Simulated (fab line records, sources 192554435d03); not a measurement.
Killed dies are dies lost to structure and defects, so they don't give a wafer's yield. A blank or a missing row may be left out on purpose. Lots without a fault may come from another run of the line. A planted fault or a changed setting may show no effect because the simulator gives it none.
Which tool did it? | flow n5_finfet | 10 lots, 30 wafers sampled, at 2 steps of a route of 1938

WHAT THE GAUGES READ, wafer by wafer
N5_BEOL_M15_INSPECT_55: inspects for defects (darkfield).
lot  | measured     | on                | raw_defect_count
L371 | day 14 12:31 | defect_inspect-02 | 100 70 65
L374 | day 14 15:14 | defect_inspect-01 | 34 50 40
L370 | day 14 18:14 | defect_inspect-01 | 49 70 72
L376 | day 15 06:45 | defect_inspect-01 | 85 84 113
L378 | day 16 02:12 | defect_inspect-02 | 81 85 66
L380 | day 16 08:26 | defect_inspect-02 | 50 66 64
L381 | day 17 00:23 | defect_inspect-01 | 91 75 85
L383 | day 17 11:41 | defect_inspect-01 | 57 37 92
L389 | day 18 19:08 | defect_inspect-01 | 58 73 37
L390 | day 19 19:35 | defect_inspect-01 | 62 149 60

N5_MIM_BOT_LITHO_CD_MEAS_08: target cd 3000 nm.
lot  | measured     | on        | cd_nm (nm)
L371 | day 14 15:55 | cd_sem-02 | 3001.4 3000.4 3002.3
L374 | day 14 20:17 | cd_sem-02 | 3000.2 2999.3 3001.8
L370 | day 14 22:49 | cd_sem-01 | 2999.2 2999.4 3000.3
L376 | day 15 10:31 | cd_sem-02 | 2999.0 3002.2 3000.0
L378 | day 16 06:39 | cd_sem-02 | 3000.9 3000.5 3001.3
L380 | day 16 11:58 | cd_sem-01 | 2999.1 2999.3 2998.8
L381 | day 17 05:01 | cd_sem-02 | 3000.5 3001.2 3002.1
L383 | day 17 17:23 | cd_sem-01 | 3002.6 3000.0 2999.8
L389 | day 18 23:56 | cd_sem-01 | 3002.3 3001.2 3001.3
L390 | day 20 01:11 | cd_sem-01 | 2999.0 2998.0 3001.1

WHICH TOOL RAN EACH LOT (tool, then ch and the chambers of the sampled wafers, then the start)
The record holds no process step before these readings.

WHAT THE TOOLS THEMSELVES READ (means of the sampled wafers that have a number; where no wafer has one, the mark that the record gives instead)
The record holds no such reading with a usual standard deviation.

THE ANSWER, worked out from the rows above alone
Rule: what is usual is taken from the lots themselves. Put in order of their means at a reading, lots are off if they are a third of the lots or fewer, leave a main group of 4 or more, and stand apart from it by a gap of 3 or more times the standard deviation of the main group's means; of several such gaps the widest counts. A main group whose means are all the same, to the digits that the tables above print for the reading, isn't used. A lot without any number at a reading at which 4 lots or more have one is off too. The other lots that the step has rows for count as sound. The gauges are gone through in route order, then the tools' own readings, and for those a lot's mean is taken as printed above. The first step at which some lot is off is used, and at that step the reading that is off furthest; a lot without a number counts as furthest.
No lot is off at any reading shown: from this, nothing can be told.

WHAT THE SIMULATOR HAD PUT IN
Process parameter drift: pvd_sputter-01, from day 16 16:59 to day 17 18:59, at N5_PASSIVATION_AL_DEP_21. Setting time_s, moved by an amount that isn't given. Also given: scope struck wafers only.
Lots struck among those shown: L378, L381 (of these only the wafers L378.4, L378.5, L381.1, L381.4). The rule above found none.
